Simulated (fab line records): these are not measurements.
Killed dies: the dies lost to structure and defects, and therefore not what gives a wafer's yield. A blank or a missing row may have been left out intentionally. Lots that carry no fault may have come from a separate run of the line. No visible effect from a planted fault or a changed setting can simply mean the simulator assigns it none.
fab line records	flow nand_harc
[record] lots = 6	wafers = 18	last_day = 32
route steps=1302 shown A_ZERO_WELL@412 A_SOURCE_PLATE@413 A_ONON_D1@424 A_CHANNEL_HOLE_D1@450 END@1302
lots that met no fault: from a run of the same line without faults
start_h: hours from the record's opening day to when the first of the lot's shown wafers began	wait_h: how many hours have passed since the lot's step before this one	" repeats the value in the row above	L1.1+2: a row that stands for several wafers	- either no value or no given start	* or withheld: withheld	< > ~ a bound
route shown NAME@n: names a module that has steps shown in the file, with the first one's number in the route	usual: mean/standard deviation taken from wafers without a fault	same: alike in all rows	chamber/n: place in a boat	sites: the reading at each site	_std_site: how widely they spread, as a standard deviation	_edge_site: inner sites' mean taken away from outer sites' mean	radius_mm: how far each site lies from the wafer's centre	mask NAME#n: copy n	behind: the most recent tool/chamber to have shaped the wafer	hold: why the lot was held/for how many hours/how that ended	device: which transistor (n, p or np) failed to switch	end of line: the same wafers' tests at the end of the route	a step without rows: its recipe alone	killed: the dies lost at the first sort to structure and to defects; this is not the yield of the wafer	map: a wafer's dies, marking killed ones x, the rest . and places with no die _
set.NAME: setting as actually run; set.NAME@STEP: the setting as run at that earlier step	model.NAME: the simulator's own value behind a step, which no gauge read
a table for each step, a row for each wafer; lots at some steps of the route
services: a tool's chamber out of use, with start hour (start_h, from the record's first day; less than 0 if before it), hours out, and reason
[[steps]]
[step NHARC_A_ZERO_WELL_INSPECT_17]
[usual] raw_defect_count = 12/5.6
lot.wafer	tool	chamber	start_h	wait_h	raw_defect_count
L179.1	defect_inspect-02	-	137.39	0.2	6
L179.2	"	-	"	"	5
L179.5	"	-	"	"	11
L181.1	defect_inspect-02	-	158.82	0.2	12
L181.2	"	-	"	"	5
L181.3	"	-	"	"	8
L182.3	defect_inspect-02	-	174.96	0.1	10
L182.5	"	-	"	"	16
L182.6	"	-	"	"	7
L186.3	defect_inspect-02	-	208.71	0.1	18
L186.5	"	-	"	"	26
L186.6	"	-	"	"	16
L188.2	defect_inspect-02	-	235.09	0.1	5
L188.3	"	-	"	"	10
L188.5	"	-	"	"	12
L197.1	defect_inspect-02	-	324.95	0.2	6
L197.2	"	-	"	"	3
L197.3	"	-	"	"	8
[step NHARC_A_SOURCE_PLATE_PRECLEAN_00]
[recipe] time_s = 60	chemistry = HF-LAST
[step NHARC_A_SOURCE_PLATE_SRD_01]
[step NHARC_A_SOURCE_PLATE_OXIDE_02]
[recipe] target_thk_a = 100	temp_c = 900	ox_time_s = 1362	material = SiO2
[step NHARC_A_SOURCE_PLATE_THK_MEAS_09]
[recipe] thk_meas_gauge = ellipsometry
[usual] thk_nm = 9.7/1
lot.wafer	tool	chamber	start_h	wait_h	thk_nm
L179.1	film_metro-02	-	144.57	0.4	7.4
L179.2	"	-	"	"	11.3
L179.5	"	-	"	"	10.7
L181.1	film_metro-02	-	166.89	0.4	10.0
L181.2	"	-	"	"	10.0
L181.3	"	-	"	"	11.1
L182.3	film_metro-01	-	182.28	0.4	10.1
L182.5	"	-	"	"	8.6
L182.6	"	-	"	"	8.8
L186.3	film_metro-01	-	216.47	0.4	9.1
L186.5	"	-	"	"	9.1
L186.6	"	-	"	"	9.1
L188.2	film_metro-01	-	242.41	0.4	10.0
L188.3	"	-	"	"	8.5
L188.5	"	-	"	"	9.5
L197.1	film_metro-02	-	332.09	0.4	10.3
L197.2	"	-	"	"	9.7
L197.3	"	-	"	"	9.0
[step NHARC_A_SOURCE_PLATE_PVD_04]
[recipe] target_thk_a = 500	material = WSi2
[step NHARC_A_SOURCE_PLATE_CVD_03]
[recipe] target_thk_a = 2000	temp_c = 620	pressure_mtorr = 200	time_s = 4000	material = poly-Si
[step NHARC_A_SOURCE_PLATE_ANNEAL_05]
[recipe] temp_c = 850	time_s = 1800
[step NHARC_A_SOURCE_PLATE_THK_MEAS_06]
[recipe] thk_meas_gauge = ellipsometry
[usual] thk_nm = 199.4/2.2
lot.wafer	tool	chamber	start_h	wait_h	thk_nm
L179.1	film_metro-01	-	157.72	0.4	199.8
L179.2	"	-	"	"	201.6
L179.5	"	-	"	"	201.6
L181.1	film_metro-02	-	179.33	0.4	198.8
L181.2	"	-	"	"	200.9
L181.3	"	-	"	"	198.9
L182.3	film_metro-02	-	195.77	0.4	201.2
L182.5	"	-	"	"	199.0
L182.6	"	-	"	"	201.9
L186.3	film_metro-02	-	232.97	0.4	196.5
L186.5	"	-	"	"	196.9
L186.6	"	-	"	"	196.1
L188.2	film_metro-01	-	259.12	0.4	200.9
L188.3	"	-	"	"	200.3
L188.5	"	-	"	"	197.4
L197.1	film_metro-01	-	346.42	0.4	201.3
L197.2	"	-	"	"	201.8
L197.3	"	-	"	"	199.7
[step NHARC_A_SOURCE_PLATE_INSPECT_08]
[usual] raw_defect_count = 61/27
lot.wafer	tool	chamber	start_h	wait_h	raw_defect_count
L179.1	defect_inspect-02	-	157.82	0.0	54
L179.2	"	-	"	"	68
L179.5	"	-	"	"	48
L181.1	defect_inspect-02	-	179.44	0.0	91
L181.2	"	-	"	"	82
L181.3	"	-	"	"	63
L182.3	defect_inspect-02	-	195.83	0.0	68
L182.5	"	-	"	"	98
L182.6	"	-	"	"	71
L186.3	defect_inspect-01	-	233.06	0.0	151
L186.5	"	-	"	"	125
L186.6	"	-	"	"	114
L188.2	defect_inspect-01	-	259.21	0.0	49
L188.3	"	-	"	"	33
L188.5	"	-	"	"	30
L197.1	defect_inspect-02	-	346.50	0.0	28
L197.2	"	-	"	"	38
L197.3	"	-	"	"	27
[step NHARC_A_ONON_D1_DEP_00]
[recipe] target_thk_a = 10000	n2_flow_sccm = 2750	n2o_flow_sccm = 2000	nh3_flow_sccm = 500	sih4_flow_sccm = 210	temp_c = 400
[usual] n2o_flow_sccm = 2001/5.5	sih4_flow_sccm = 210.0/0.64
lot.wafer	tool	chamber	start_h	wait_h	n2o_flow_sccm	sih4_flow_sccm
L179.1	pecvd_onon-02	0	157.89	0.1	2005	211.6
L179.2	"	0	"	"	2005	210.2
L179.5	"	0	"	"	2006	210.4
L181.1	pecvd_onon-03	0	179.50	0.1	2012	210.3
L181.2	"	0	"	"	2005	209.8
L181.3	"	0	"	"	2004	210.0
L182.3	pecvd_onon-01	0	196.02	0.2	1993	208.9
L182.5	"	0	"	"	1999	209.4
L182.6	"	0	"	"	1988	209.9
L186.3	pecvd_onon-01	0	233.24	0.2	1998	209.8
L186.5	"	0	"	"	2002	210.3
L186.6	"	0	"	"	2000	210.8
L188.2	pecvd_onon-01	0	259.33	0.1	2007	209.3
L188.3	"	0	"	"	1991	209.7
L188.5	"	0	"	"	1997	210.8
L197.1	pecvd_onon-01	0	346.57	0.1	1999	210.0
L197.2	"	0	"	"	1979	210.4
L197.3	"	0	"	"	2001	208.9
[step NHARC_A_ONON_D1_THK_MEAS_02]
[recipe] thk_meas_gauge = ellipsometry
[usual] thk_nm = 1000/6.3
lot.wafer	tool	chamber	start_h	wait_h	thk_nm
L179.1	film_metro-02	-	158.40	-	997
L179.2	"	-	"	"	999
L179.5	"	-	"	"	1000
L181.1	film_metro-01	-	180.01	-	1007
L181.2	"	-	"	"	1007
L181.3	"	-	"	"	1006
L182.3	film_metro-01	-	196.41	-	1002
L182.5	"	-	"	"	1004
L182.6	"	-	"	"	1002
L186.3	film_metro-02	-	233.63	-	995
L186.5	"	-	"	"	997
L186.6	"	-	"	"	995
L188.2	film_metro-01	-	259.79	-	1004
L188.3	"	-	"	"	1006
L188.5	"	-	"	"	1003
L197.1	film_metro-02	-	347.08	-	1001
L197.2	"	-	"	"	999
L197.3	"	-	"	"	1001
[step NHARC_A_ONON_D1_DEP_03]
[recipe] target_thk_a = 10000	n2_flow_sccm = 2750	n2o_flow_sccm = 2000	nh3_flow_sccm = 500	sih4_flow_sccm = 210	temp_c = 400
[step NHARC_A_ONON_D1_THK_MEAS_05]
[recipe] thk_meas_gauge = ellipsometry
[usual] thk_nm = 998/8.1
lot.wafer	tool	chamber	start_h	wait_h	thk_nm
L179.1	film_metro-02	-	158.97	-	997
L179.2	"	-	"	"	997
L179.5	"	-	"	"	998
L181.1	film_metro-01	-	180.58	-	1003
L181.2	"	-	"	"	1004
L181.3	"	-	"	"	1003
L182.3	film_metro-02	-	196.98	-	990
L182.5	"	-	"	"	992
L182.6	"	-	"	"	992
L186.3	film_metro-02	-	234.20	-	1006
L186.5	"	-	"	"	1004
L186.6	"	-	"	"	1006
L188.2	film_metro-02	-	260.36	-	1006
L188.3	"	-	"	"	1006
L188.5	"	-	"	"	1008
L197.1	film_metro-01	-	347.66	-	998
L197.2	"	-	"	"	1000
L197.3	"	-	"	"	999
[step NHARC_A_ONON_D1_DEP_06]
[recipe] target_thk_a = 10000	n2_flow_sccm = 2750	n2o_flow_sccm = 2000	nh3_flow_sccm = 500	sih4_flow_sccm = 210	temp_c = 400
[step NHARC_A_ONON_D1_THK_MEAS_08]
[recipe] thk_meas_gauge = ellipsometry
[usual] thk_nm = 999/7.5
lot.wafer	tool	chamber	start_h	wait_h	thk_nm
L179.1	film_metro-01	-	159.53	-	994
L179.2	"	-	"	"	996
L179.5	"	-	"	"	998
L181.1	film_metro-01	-	181.14	-	995
L181.2	"	-	"	"	993
L181.3	"	-	"	"	994
L182.3	film_metro-01	-	197.55	-	993
L182.5	"	-	"	"	989
L182.6	"	-	"	"	991
L186.3	film_metro-01	-	234.77	-	996
L186.5	"	-	"	"	995
L186.6	"	-	"	"	995
L188.2	film_metro-01	-	260.92	-	996
L188.3	"	-	"	"	997
L188.5	"	-	"	"	996
L197.1	film_metro-02	-	348.23	-	999
L197.2	"	-	"	"	997
L197.3	"	-	"	"	999
[step NHARC_A_ONON_D1_DEP_09]
[recipe] target_thk_a = 10000	n2_flow_sccm = 2750	n2o_flow_sccm = 2000	nh3_flow_sccm = 500	sih4_flow_sccm = 210	temp_c = 400
[step NHARC_A_ONON_D1_THK_MEAS_11]
[recipe] thk_meas_gauge = ellipsometry
[usual] thk_nm = 1001/11
lot.wafer	tool	chamber	start_h	wait_h	thk_nm
L179.1	film_metro-02	-	160.10	-	1000
L179.2	"	-	"	"	999
L179.5	"	-	"	"	999
L181.1	film_metro-02	-	181.71	-	990
L181.2	"	-	"	"	990
L181.3	"	-	"	"	989
L182.3	film_metro-02	-	198.12	-	1009
L182.5	"	-	"	"	1008
L182.6	"	-	"	"	1009
L186.3	film_metro-01	-	235.34	-	1019
L186.5	"	-	"	"	1019
L186.6	"	-	"	"	1018
L188.2	film_metro-01	-	261.49	-	1001
L188.3	"	-	"	"	1001
L188.5	"	-	"	"	1001
L197.1	film_metro-02	-	348.80	-	1004
L197.2	"	-	"	"	1003
L197.3	"	-	"	"	1005
[step NHARC_A_ONON_D1_DEP_12]
[recipe] target_thk_a = 10000	n2_flow_sccm = 2750	n2o_flow_sccm = 2000	nh3_flow_sccm = 500	sih4_flow_sccm = 210	temp_c = 400
[step NHARC_A_ONON_D1_THK_MEAS_14]
[recipe] thk_meas_gauge = ellipsometry
[usual] thk_nm = 1000/8.6
lot.wafer	tool	chamber	start_h	wait_h	thk_nm
L179.1	film_metro-02	-	160.68	-	1000
L179.2	"	-	"	"	1000
L179.5	"	-	"	"	1000
L181.1	film_metro-01	-	182.29	-	1014
L181.2	"	-	"	"	1013
L181.3	"	-	"	"	1013
L182.3	film_metro-02	-	198.68	-	992
L182.5	"	-	"	"	993
L182.6	"	-	"	"	993
L186.3	film_metro-01	-	235.90	-	1002
L186.5	"	-	"	"	1003
L186.6	"	-	"	"	1002
L188.2	film_metro-01	-	262.06	-	991
L188.3	"	-	"	"	992
L188.5	"	-	"	"	993
L197.1	film_metro-02	-	349.37	-	999
L197.2	"	-	"	"	1001
L197.3	"	-	"	"	998
[step NHARC_A_ONON_D1_ANNEAL_15]
[recipe] temp_c = 750	time_s = 3600
[step NHARC_A_ONON_D1_DEP_16]
[recipe] target_thk_a = 10000	n2_flow_sccm = 2750	n2o_flow_sccm = 2000	nh3_flow_sccm = 500	sih4_flow_sccm = 210	temp_c = 400
[step NHARC_A_ONON_D1_THK_MEAS_18]
[recipe] thk_meas_gauge = ellipsometry
[usual] thk_nm = 1001/10
lot.wafer	tool	chamber	start_h	wait_h	thk_nm
L179.1	film_metro-02	-	167.53	-	997
L179.2	"	-	"	"	998
L179.5	"	-	"	"	998
L181.1	film_metro-01	-	190.22	-	1000
L181.2	"	-	"	"	1001
L181.3	"	-	"	"	999
L182.3	film_metro-02	-	206.47	-	1018
L182.5	"	-	"	"	1017
L182.6	"	-	"	"	1017
L186.3	film_metro-01	-	243.73	-	997
L186.5	"	-	"	"	997
L186.6	"	-	"	"	995
L188.2	film_metro-02	-	270.33	-	991
L188.3	"	-	"	"	991
L188.5	"	-	"	"	992
L197.1	film_metro-02	-	357.13	-	996
L197.2	"	-	"	"	995
L197.3	"	-	"	"	993
[step NHARC_A_ONON_D1_DEP_19]
[recipe] target_thk_a = 10000	n2_flow_sccm = 2750	n2o_flow_sccm = 2000	nh3_flow_sccm = 500	sih4_flow_sccm = 210	temp_c = 400
[step NHARC_A_ONON_D1_THK_MEAS_21]
[recipe] thk_meas_gauge = ellipsometry
[usual] thk_nm = 1000/12
lot.wafer	tool	chamber	start_h	wait_h	thk_nm
L179.1	film_metro-02	-	168.10	-	1000
L179.2	"	-	"	"	1002
L179.5	"	-	"	"	1000
L181.1	film_metro-02	-	190.79	-	983
L181.2	"	-	"	"	987
L181.3	"	-	"	"	982
L182.3	film_metro-01	-	207.03	-	1001
L182.5	"	-	"	"	1003
L182.6	"	-	"	"	1001
L186.3	film_metro-01	-	244.29	-	1000
L186.5	"	-	"	"	1000
L186.6	"	-	"	"	999
L188.2	film_metro-01	-	270.89	-	998
L188.3	"	-	"	"	996
L188.5	"	-	"	"	998
L197.1	film_metro-02	-	357.69	-	1004
L197.2	"	-	"	"	1005
L197.3	"	-	"	"	1004
[step NHARC_A_ONON_D1_DEP_22]
[recipe] target_thk_a = 10000	n2_flow_sccm = 2750	n2o_flow_sccm = 2000	nh3_flow_sccm = 500	sih4_flow_sccm = 210	temp_c = 400
[step NHARC_A_ONON_D1_THK_MEAS_24]
[recipe] thk_meas_gauge = ellipsometry
[usual] thk_nm = 1002/10
lot.wafer	tool	chamber	start_h	wait_h	thk_nm
L179.1	film_metro-01	-	168.66	-	992
L179.2	"	-	"	"	991
L179.5	"	-	"	"	990
L181.1	film_metro-02	-	191.36	-	993
L181.2	"	-	"	"	995
L181.3	"	-	"	"	993
L182.3	film_metro-02	-	207.62	-	997
L182.5	"	-	"	"	994
L182.6	"	-	"	"	998
L186.3	film_metro-01	-	244.85	-	997
L186.5	"	-	"	"	993
L186.6	"	-	"	"	993
L188.2	film_metro-02	-	271.48	-	1001
L188.3	"	-	"	"	1001
L188.5	"	-	"	"	1001
L197.1	film_metro-02	-	358.26	-	1004
L197.2	"	-	"	"	1005
L197.3	"	-	"	"	1004
[step NHARC_A_ONON_D1_DEP_25]
[recipe] target_thk_a = 10000	n2_flow_sccm = 2750	n2o_flow_sccm = 2000	nh3_flow_sccm = 500	sih4_flow_sccm = 210	temp_c = 400
[step NHARC_A_ONON_D1_THK_MEAS_27]
[recipe] thk_meas_gauge = ellipsometry
[usual] thk_nm = 999/13
lot.wafer	tool	chamber	start_h	wait_h	thk_nm
L179.1	film_metro-01	-	169.23	-	994
L179.2	"	-	"	"	992
L179.5	"	-	"	"	995
L181.1	film_metro-02	-	191.93	-	1001
L181.2	"	-	"	"	1003
L181.3	"	-	"	"	1002
L182.3	film_metro-02	-	208.19	-	1005
L182.5	"	-	"	"	1004
L182.6	"	-	"	"	1003
L186.3	film_metro-01	-	245.42	-	1005
L186.5	"	-	"	"	1006
L186.6	"	-	"	"	1003
L188.2	film_metro-02	-	272.05	-	1001
L188.3	"	-	"	"	1001
L188.5	"	-	"	"	1001
L197.1	film_metro-01	-	358.82	-	1013
L197.2	"	-	"	"	1012
L197.3	"	-	"	"	1012
[step NHARC_A_ONON_D1_DEP_28]
[recipe] target_thk_a = 10000	n2_flow_sccm = 2750	n2o_flow_sccm = 2000	nh3_flow_sccm = 500	sih4_flow_sccm = 210	temp_c = 400
[step NHARC_A_ONON_D1_THK_MEAS_30]
[recipe] thk_meas_gauge = ellipsometry
[usual] thk_nm = 1001/11
lot.wafer	tool	chamber	start_h	wait_h	thk_nm
L179.1	film_metro-01	-	169.79	-	997
L179.2	"	-	"	"	995
L179.5	"	-	"	"	997
L181.1	film_metro-01	-	192.48	-	1011
L181.2	"	-	"	"	1011
L181.3	"	-	"	"	1013
L182.3	film_metro-02	-	208.76	-	999
L182.5	"	-	"	"	1001
L182.6	"	-	"	"	998
L186.3	film_metro-01	-	245.98	-	993
L186.5	"	-	"	"	992
L186.6	"	-	"	"	994
L188.2	film_metro-01	-	272.63	-	1032
L188.3	"	-	"	"	1030
L188.5	"	-	"	"	1031
L197.1	film_metro-02	-	359.38	-	993
L197.2	"	-	"	"	992
L197.3	"	-	"	"	993
[step NHARC_A_ONON_D1_DEP_33]
[recipe] target_thk_a = 2000	temp_c = 400	pressure_torr = 6.5	rf_w = 900	teos_flow_sccm = 161.4	flow_sccm = 2650	target_thk_nm = 200	gas = O2	material = SiO2
[usual] heater_power_w = 517/58	throttle_valve_pct = 16.0/0.4
lot.wafer	tool	chamber	start_h	wait_h	heater_power_w	throttle_valve_pct
L179.1	pecvd-02	1	169.95	0.2	543	15.6
L179.2	"	0	"	"	514	16.7
L179.5	"	2	"	"	544	16.0
L181.2	pecvd-02	1	192.54	0.1	594	15.7
L181.1	"	2	"	"	544	15.8
L181.3	"	0	"	"	503	17.1
L182.3	pecvd-04	2	208.93	0.2	479	15.6
L182.6	"	1	"	"	569	15.9
L182.5	"	2	"	"	483	15.8
L186.3	pecvd-03	2	246.13	0.1	464	16.0
L186.5	"	0	"	"	571	15.0
L186.6	"	2	"	"	480	16.0
L188.2	pecvd-03	2	272.68	0.1	545	15.9
L188.3	"	0	"	"	491	15.3
L188.5	"	2	"	"	570	16.0
L197.3	pecvd-03	0	359.44	0.1	516	15.5
L197.2	"	1	"	"	483	16.1
L197.1	"	2	"	"	549	16.0
[step NHARC_A_ONON_D1_THK_MEAS_34]
[recipe] thk_meas_gauge = ellipsometry
[usual] thk_nm = 199.6/2.5
lot.wafer	tool	chamber	start_h	wait_h	thk_nm
L179.1	film_metro-02	-	170.37	-	200.2
L179.2	"	-	"	"	196.5
L179.5	"	-	"	"	202.7
L181.1	film_metro-01	-	192.95	-	198.0
L181.2	"	-	"	"	197.7
L181.3	"	-	"	"	199.7
L182.3	film_metro-02	-	209.26	-	200.1
L182.5	"	-	"	"	205.3
L182.6	"	-	"	"	201.2
L186.3	film_metro-01	-	246.45	-	200.5
L186.5	"	-	"	"	202.0
L186.6	"	-	"	"	202.4
L188.2	film_metro-02	-	273.10	-	196.0
L188.3	"	-	"	"	200.2
L188.5	"	-	"	"	197.8
L197.1	film_metro-01	-	359.85	-	201.2
L197.2	"	-	"	"	199.9
L197.3	"	-	"	"	200.1
[step NHARC_A_CHANNEL_HOLE_D1_DEP_00]
[recipe] target_thk_a = 31000	temp_c = 400	material = aC
[usual] throttle_valve_pct = 35.000/0.009
lot.wafer	tool	chamber	start_h	wait_h	throttle_valve_pct
L179.1	acl_dep-03	0	171.31	0.9	35.004
L179.2	"	0	"	"	35.013
L179.5	"	0	"	"	35.005
L181.1	acl_dep-03	0	195.38	2.3	35.006
L181.2	"	0	"	"	34.999
L181.3	"	0	"	"	34.987
L182.3	acl_dep-01	0	210.02	0.7	34.997
L182.5	"	0	"	"	35.012
L182.6	"	0	"	"	35.014
L186.3	acl_dep-02	0	248.91	2.4	35.013
L186.5	"	0	"	"	34.997
L186.6	"	0	"	"	34.991
L188.2	acl_dep-02	0	273.56	0.4	34.988
L188.3	"	0	"	"	34.997
L188.5	"	0	"	"	35.003
L197.1	acl_dep-01	0	359.98	0.1	34.994
L197.2	"	0	"	"	34.998
L197.3	"	0	"	"	35.010
[step NHARC_A_CHANNEL_HOLE_D1_DEP_01]
[recipe] target_thk_a = 1400	target_thk_nm = 140	temp_c = 400	pressure_torr = 3.5	flow_sccm = 200	rf_w = 350	material = SiON
[usual] heater_power_w = 713/71
lot.wafer	tool	chamber	start_h	wait_h	heater_power_w
L179.1	pecvd-02	1	173.22	1.6	817
L179.2	"	2	"	"	705
L179.5	"	2	"	"	701
L181.1	pecvd-01	0	197.32	1.6	590
L181.3	"	1	"	"	694
L181.2	"	2	"	"	734
L182.3	pecvd-01	1	211.38	1.0	687
L182.6	"	2	"	"	686
L182.5	"	0	"	"	645
L186.3	pecvd-02	1	250.26	1.0	796
L186.5	"	0	"	"	675
L186.6	"	1	"	"	814
L188.2	pecvd-01	1	275.53	1.7	650
L188.3	"	2	"	"	727
L188.5	"	0	"	"	683
L197.2	pecvd-02	0	361.91	1.3	655
L197.3	"	1	"	"	715
L197.1	"	2	"	"	734
[step NHARC_A_CHANNEL_HOLE_D1_DEHYDRATE_02]
[recipe] temp_c = 150	time_s = 120
[step NHARC_A_CHANNEL_HOLE_D1_HMDS_03]
[recipe] time_s = 30
[step NHARC_END_SORT_01]
[recipe] temp_c = 25
[usual] killed_at_array = 60/21	killed_at_other = 1.0/1.2	killed_at_periphery = 4.2/2.8	killed_dies = 65/20	killed_open = 3.1/1.8	killed_short = 2.6/1.6
[same] gross_dies = 677
lot.wafer	tool	chamber	start_h	wait_h	killed_at_array	killed_at_other	killed_at_periphery	killed_dies	killed_open	killed_short
L186.3	prober-02	0	624.75	3.1	164	0	7	171	2	6
L186.5	prober-02	0	626.34	3.7	168	0	0	168	3	1
L186.6	prober-02	0	627.13	4.0	129	0	3	132	2	3
L188.2	prober-01	0	649.39	2.8	135	0	7	142	7	3
L188.3	prober-01	0	650.20	3.1	132	1	3	136	0	1
L188.5	prober-01	0	651.81	3.7	103	0	2	105	5	2
// killed by level:class
L186.3 A_ONON_D1:unspecified=80 A_CHANNEL_HOLE_D2:chamber_film_flake=35 A_SLIT:chamber_film_flake=28 A_CHANNEL_HOLE_D1:chamber_film_flake=8 P_ZERO_WELL:chamber_film_flake=4 A_CONTACT:chamber_film_flake=4 A_STAIRCASE:chamber_film_flake=3 P_GATE:geometric_particle:short=2
L186.5 A_ONON_D1:unspecified=75 A_SLIT:chamber_film_flake=34 A_CHANNEL_HOLE_D1:chamber_film_flake=27 A_CHANNEL_HOLE_D2:chamber_film_flake=23 A_WL_FILL:geometric_particle:open=2 A_CONTACT:chamber_film_flake=2 A_CHANNEL_HOLE_D1:geometric_particle:open=1 A_ONON_D2:geometric_particle:short=1
L186.6 A_ONON_D1:unspecified=72 A_SLIT:chamber_film_flake=15 A_CHANNEL_HOLE_D1:chamber_film_flake=15 A_CHANNEL_HOLE_D2:chamber_film_flake=14 A_M0:chamber_film_flake=6 A_CHANNEL_FILL_D2:geometric_particle:short=2 P_GATE:geometric_particle:open=1 P_CONTACT:geometric_particle:open=1
L188.2 A_ONON_D1:unspecified=80 A_CHANNEL_HOLE_D1:chamber_film_flake=33 A_SGD_CUT:chamber_film_flake=10 P_CONTACT:geometric_particle:open=2 P_M0:geometric_particle:open=2 P_CONTACT:chamber_film_flake=2 A_CHANNEL_HOLE_D2:unspecified=2 P_M0:geometric_particle:short=1
L188.3 A_ONON_D1:unspecified=81 A_CHANNEL_HOLE_D1:chamber_film_flake=33 A_SGD_CUT:chamber_film_flake=7 P_CONTACT:chamber_film_flake=2 A_ZERO_WELL:chamber_film_flake=2 A_STAIRCASE:chamber_film_flake=2 A_CONTACT:chamber_film_flake=2 A_CHANNEL_HOLE_D1:geometric_particle:short=1
L188.5 A_ONON_D1:unspecified=71 A_CHANNEL_HOLE_D1:chamber_film_flake=13 A_SGD_CUT:chamber_film_flake=4 A_CHANNEL_HOLE_D2:unspecified=3 P_CONTACT:geometric_particle:open=1 A_CHANNEL_HOLE_D1:geometric_particle:open=1 A_CHANNEL_FILL_D1:geometric_particle:short=1 A_ONON_D2:geometric_particle:open=1
// map L186.3 (x killed, . not)
____________.____________
_________......._________
_______.....x....._______
______.x...........______
_____......x...x..xx_____
____.xxx..xx..xxxxxxx____
____...xxxxxxx.xxxxxx____
___.x..xxxx.xx.xxxxxxx___
___..xxxxx..xxxxxxxxxx___
__...xxx.x.xxxxxxxxxxxx__
__..xxxxxx..xxxxxxxxxxx__
_....xxx.xx.xxxxxxxxxx.x_
_...x.xx.xx...xxxxxxxxx._
_.....x.x..x..xxxxxxxx.x_
_.....x........xxxxxxx.._
_.........x.x...xxxxx..._
..................xxx....
.................x.xx....
..............x......x...
...................x.....
.........................
_.............x........._
_......................._
_......................._
_.........x..x.........._
_.....x...............x._
__...............x.x...__
__.....................__
___...............x...___
___...............x...___
____...x.............____
____.................____
_____.....x........._____
______.x...........______
_______..........._______
_________......._________
____________.____________
// map L188.2 (x killed, . not)
____________.____________
_________......._________
_______..........._______
______.............______
_____..x.x.........x_____
____.x.xx......xxxxxx____
____..xx.xx....xxxxxx____
___.x..x......x.xxxxxx___
___.xx.xx..x.x.xxxxxxx___
__...xxxx......xxxxxxxx__
__...xxxxx.....xxxxxxxx__
_....xxx.x.....xxxxxxxx._
_...x.xxx......xxxxxxxx._
_......xx.x....xxxxxxxx._
_...............xxxxx.x._
_.x.............xx.x...._
...............x..x.x...x
............x....x..x....
..............x..........
.........................
....................x....
_....................x.._
_.................x.x..._
_..........x......x.x..._
_............x.....x...._
_.................x....._
__.....................__
__.................x...__
___.....x......x......___
___.............x..x.x___
____.................____
____.................____
_____......xx......._____
______......x......______
_______..........._______
_________......x_________
____________.____________
[[services]]
tool	chamber	start_h	hours	kind
pecvd-04	-	136.37	0.5	repair
pecvd-01	0	143.05	-	clean
pecvd-01	1	143.05	-	clean
pecvd-01	1	144.67	20.0	repair
acl_dep-03	-	149.43	0.3	repair
pecvd_onon-03	-	156.73	3.8	repair
pecvd-03	-	185.15	13.0	pm
pecvd_onon-02	-	185.29	13.0	pm
acl_dep-01	-	190.51	13.0	pm
pecvd-02	-	227.00	13.0	pm
pecvd-02	0	227.00	13.0	vent_cycle
pecvd-02	1	227.00	13.0	vent_cycle
pecvd-02	2	227.00	13.0	vent_cycle
pecvd_onon-03	-	227.29	13.0	pm
pecvd-02	0	240.00	-	clean
pecvd-02	1	240.00	-	clean
pecvd-02	2	240.00	-	clean
acl_dep-02	-	250.18	13.0	pm
pecvd_onon-01	-	269.04	13.0	pm
pecvd-04	-	269.14	13.0	pm
pecvd-04	-	287.53	0.9	repair
acl_dep-03	-	299.68	13.0	pm
pecvd-01	-	311.07	13.0	pm
pecvd-02	0	316.03	2.9	repair
[[key]]
[first_sign] step = NHARC_END_SORT_01	reading = killed_dies	direction = up	sigmas = 3.8	usual = 65	struck = 142
[effect] step = NHARC_END_SORT_01	reading = killed_at_array	direction = up	sigmas = 3.8	usual = 60	struck = 138
[more_kills_born_at] NHARC_A_ONON_D1_DEP_00@pecvd_onon-01 = 458
met_at NHARC_A_ONON_D1_DEP_00
struck_wafers L186.3,L186.5,L186.6,L188.2,L188.3,L188.5
tester_left_out L186,L188
onset_between 196.02 233.24
also_fits NHARC_A_CHANNEL_HOLE_D1_DEP_00:acl_dep-02
[fault] kind = chamber_particle_source	tool = pecvd_onon-01	chamber = -	onset_h = 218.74	steps = NHARC_A_ONON_D1_DEP_00	rate_per_visit_cm2 = 0.97706	end_h = 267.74
// tester_left_out: of these lots the tester's yield and bins aren't shown, on N5 and GAA mostly nor the transistor test; their killed dies are dies lost to structure and defects alone, not to doping, threshold or leakage, so they don't give the yield
